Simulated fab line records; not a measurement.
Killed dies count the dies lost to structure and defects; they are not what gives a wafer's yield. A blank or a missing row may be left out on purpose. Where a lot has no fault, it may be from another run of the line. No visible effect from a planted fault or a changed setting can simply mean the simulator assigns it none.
fab line records -- flow n5-finfet
record: lots: 7, wafers: 39
route steps=1938 shown PASSIVATION@1923
start-h: start of the lot's first displayed wafer, in hours after the record's first day -- wait-h: hours since the lot's step before -- " repeats the value in the row above -- L1.1+2: several wafers, shown together as one row -- - no value, or no start was given -- * or withheld: withheld -- < > ~ a bound
route shown NAME@n: NAME is a module with steps in the file, n the number in the route of the first one -- usual: mean and standard deviation over wafers with no fault -- same: alike in all rows -- chamber/n: place in a boat -- sites: the reading at each site -- _std_site: standard deviation of those values -- _edge_site: outer sites' mean less inner sites' -- radius-mm: for every site, how far away it sits from the centre of the wafer -- mask NAME#n: copy n -- behind: tool/chamber where the wafer was last shaped -- hold: the reason the lot was held/the length of the hold in hours/how it ended -- device: transistor that didn't switch, given as n, p or np -- end of line: tests run on the same wafers once the route is complete -- where a step has no rows: the recipe by itself -- killed: count of dies lost to structure and defects at first sort (not the wafer's yield) -- map: per-die view of a wafer (x killed, . not killed, _ where there is no die)
set.NAME: the setting as run; set.NAME@STEP: as run at that earlier step -- model.NAME: the simulator's own value behind a step, which no gauge read
lots with deliberately changed settings; one table per step, one row per wafer
== steps ==
step: N5_PASSIVATION_DEVELOP_43
recipe: develop-time-s: 60, rinse-liquid: diw, dry: air-spin, dev-temp-c: 21
lot.wafer,tool,chamber,start-h,wait-h,set.develop-time-s
L082.1+5+6,litho-track-04,0,-,-,40.42
L082.2+3+4,litho-track-04,0,-,-,60
L088.1+3+6,litho-track-04,0,-,-,60
L088.2+4+5,litho-track-04,0,-,-,42.25
L086.1+2+3+4+5+6,litho-track-01,0,-,-,60
L089.1+4+5,litho-track-04,0,-,-,60
L089.2+3+6,litho-track-04,0,-,-,83.38
L092.1+3+6,litho-track-05,0,-,-,60
L092.2+4+5,litho-track-05,0,-,-,92.16
L093.2+3+5,litho-track-04,0,-,-,60
L097.1+5+6,litho-track-01,0,-,-,60
L097.2+3+4,litho-track-01,0,-,-,78.7
step: N5_PASSIVATION_HARDBAKE_45
recipe: temp-c: 130, time-s: 120
step: N5_PASSIVATION_CD_MEAS_44
recipe: target-cd-nm: 40000, landing-energy-ev: 500, detector: se-inlens
usual: cd-nm: 40000/3.4
lot.wafer,tool,chamber,start-h,wait-h,set.develop-time-s@PASSIVATION_DEVELOP_43,cd-nm
L082.1,cd-sem-02,0,353.48,-,40.42,39982
L082.2,cd-sem-02,0,353.48,-,60,39999
L082.3,cd-sem-02,0,353.48,-,60,40000
L082.4,cd-sem-02,0,353.48,-,60,39999
L082.5,cd-sem-02,0,353.48,-,40.42,39982
L082.6,cd-sem-02,0,353.48,-,40.42,39983
L088.1,cd-sem-01,0,397.84,-,60,39997
L088.2,cd-sem-01,0,397.84,-,42.25,39979
L088.3,cd-sem-01,0,397.84,-,60,39996
L088.4,cd-sem-01,0,397.84,-,42.25,39982
L088.5,cd-sem-01,0,397.84,-,42.25,39985
L088.6,cd-sem-01,0,397.84,-,60,39998
L086.1,cd-sem-02,0,401.27,-,60,40000
L086.2,cd-sem-02,0,401.27,-,60,39996
L086.3,cd-sem-02,0,401.27,-,60,39994
L086.4,cd-sem-02,0,401.27,-,60,39998
L086.5,cd-sem-02,0,401.27,-,60,39999
L086.6,cd-sem-02,0,401.27,-,60,39999
L089.1,cd-sem-02,0,413.46,-,60,40000
L089.2,cd-sem-02,0,413.46,-,83.38,40014
L089.3,cd-sem-02,0,413.46,-,83.38,40017
L089.4,cd-sem-02,0,413.46,-,60,39997
L089.5,cd-sem-02,0,413.46,-,60,39997
L089.6,cd-sem-02,0,413.46,-,83.38,40012
L092.1,cd-sem-01,0,418.93,-,60,40000
L092.2,cd-sem-01,0,418.93,-,92.16,40016
L092.3,cd-sem-01,0,418.93,-,60,39999
L092.4,cd-sem-01,0,418.93,-,92.16,40019
L092.5,cd-sem-01,0,418.93,-,92.16,40019
L092.6,cd-sem-01,0,418.93,-,60,40004
L093.2,cd-sem-01,0,424.93,-,60,39995
L093.3,cd-sem-01,0,424.93,-,60,39996
L093.5,cd-sem-01,0,424.93,-,60,39996
L097.1,cd-sem-03,0,471.75,-,60,40000
L097.2,cd-sem-03,0,471.75,-,78.7,40013
L097.3,cd-sem-03,0,471.75,-,78.7,40014
L097.4,cd-sem-03,0,471.75,-,78.7,40008
L097.5,cd-sem-03,0,471.75,-,60,39996
L097.6,cd-sem-03,0,471.75,-,60,39999
== key ==
split: step: N5_PASSIVATION_DEVELOP_43, setting: develop-time-s, stated: 60, by: wafer
response: step: N5_PASSIVATION_CD_MEAS_44, reading: cd-nm, change: +0.399, per: 1%, r: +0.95
